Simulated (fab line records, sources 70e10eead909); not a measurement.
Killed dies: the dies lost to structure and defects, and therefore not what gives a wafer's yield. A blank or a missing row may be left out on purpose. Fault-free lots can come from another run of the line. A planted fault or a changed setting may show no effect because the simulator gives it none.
Chamber matching || flow nand_harc || NHARC_A_STAIRCASE_ETCH_253 on rie_diel-02: 4 sister chambers
The step etches the open film in C4F8/O2, target depth 50 nm, time 20.2 s. 14 wafers are shown with their chamber, then 7 later ones without.

WAFERS PAIRED WITH THEIR CHAMBERS
{"wafer": "L075.1", "chamber": 2, "rf_vpp_V (V)": 886, "oes_product_au (a.u.)": 0.951}
{"wafer": "L075.4", "chamber": 0, "rf_vpp_V (V)": 890, "oes_product_au (a.u.)": 0.956}
{"wafer": "L075.5", "chamber": 3, "rf_vpp_V (V)": 898, "oes_product_au (a.u.)": 0.951}
{"wafer": "L076.1", "chamber": 1, "rf_vpp_V (V)": 902, "oes_product_au (a.u.)": 0.996}
{"wafer": "L076.4", "chamber": 3, "rf_vpp_V (V)": 899, "oes_product_au (a.u.)": 0.958}
{"wafer": "L076.5", "chamber": 2, "rf_vpp_V (V)": 885, "oes_product_au (a.u.)": 0.971}
{"wafer": "L079.1", "chamber": 2, "rf_vpp_V (V)": 905, "oes_product_au (a.u.)": 0.971}
{"wafer": "L079.3", "chamber": 1, "rf_vpp_V (V)": 902, "oes_product_au (a.u.)": 0.953}
{"wafer": "L079.6", "chamber": 0, "rf_vpp_V (V)": 889, "oes_product_au (a.u.)": 0.978}
{"wafer": "L085.1", "chamber": 3, "rf_vpp_V (V)": 897, "oes_product_au (a.u.)": 0.964}
{"wafer": "L085.2", "chamber": 0, "rf_vpp_V (V)": 889, "oes_product_au (a.u.)": 0.963}
{"wafer": "L085.3", "chamber": 2, "rf_vpp_V (V)": 904, "oes_product_au (a.u.)": 0.997}
{"wafer": "L089.1", "chamber": 2, "rf_vpp_V (V)": 905, "oes_product_au (a.u.)": 0.988}
{"wafer": "L089.4", "chamber": 1, "rf_vpp_V (V)": 900, "oes_product_au (a.u.)": 0.955}

SIGNATURES, as means of the wafers listed above
{"reading": "rf_vpp_V", "chamber 0": 889.33, "chamber 1": 901.33, "chamber 2": 897.00, "chamber 3": 898.00, "scatter within a chamber": 6.69}
{"reading": "oes_product_au", "chamber 0": 0.96567, "chamber 1": 0.96800, "chamber 2": 0.97560, "chamber 3": 0.95767, "scatter within a chamber": 0.0167}
Rule: a wafer lies at a distance from a chamber equal to the root of the sum of squares, over the readings, of (its reading less the chamber's mean, divided by the reading's scatter). The wafer belongs to the nearest chamber; if the next one is less than 2 further off, it can't be placed. How the scatter is found: for the shown wafers, subtract from each reading the mean of its chamber, square and add these, divide the total by (wafers less chambers), then take the root.

WAFERS WITHOUT THEIR CHAMBER
{"wafer": "L089.6", "rf_vpp_V (V)": 897, "oes_product_au (a.u.)": 0.942}
{"wafer": "L088.1", "rf_vpp_V (V)": 900, "oes_product_au (a.u.)": 0.932}
{"wafer": "L088.4", "rf_vpp_V (V)": 905, "oes_product_au (a.u.)": 0.954}
{"wafer": "L088.5", "rf_vpp_V (V)": 888, "oes_product_au (a.u.)": 0.969}
{"wafer": "L090.1", "rf_vpp_V (V)": 888, "oes_product_au (a.u.)": 0.970}
{"wafer": "L090.5", "rf_vpp_V (V)": 899, "oes_product_au (a.u.)": 0.958}
{"wafer": "L090.6", "rf_vpp_V (V)": 887, "oes_product_au (a.u.)": 0.964}

THE CHAMBER EACH PASSED THROUGH
{"wafer": "L089.6", "from the rows above": "can't be placed: 3 or 1 or 0 or 2", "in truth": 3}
{"wafer": "L088.1", "from the rows above": "can't be placed: 3 or 1 or 0 or 2", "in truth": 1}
{"wafer": "L088.4", "from the rows above": "can't be placed: 1 or 3 or 2 or 0", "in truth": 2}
{"wafer": "L088.5", "from the rows above": "can't be placed: 0 or 2 or 3 or 1", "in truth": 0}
{"wafer": "L090.1", "from the rows above": "can't be placed: 0 or 2 or 3 or 1", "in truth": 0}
{"wafer": "L090.5", "from the rows above": "can't be placed: 3 or 1 or 2 or 0", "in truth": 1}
{"wafer": "L090.6", "from the rows above": "can't be placed: 0 or 2 or 3 or 1", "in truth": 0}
Correct placement for 0 of the 7. From these rows, 7 cannot be placed; in 7 the true chamber is one of the candidates. Number placed wrongly: 0.
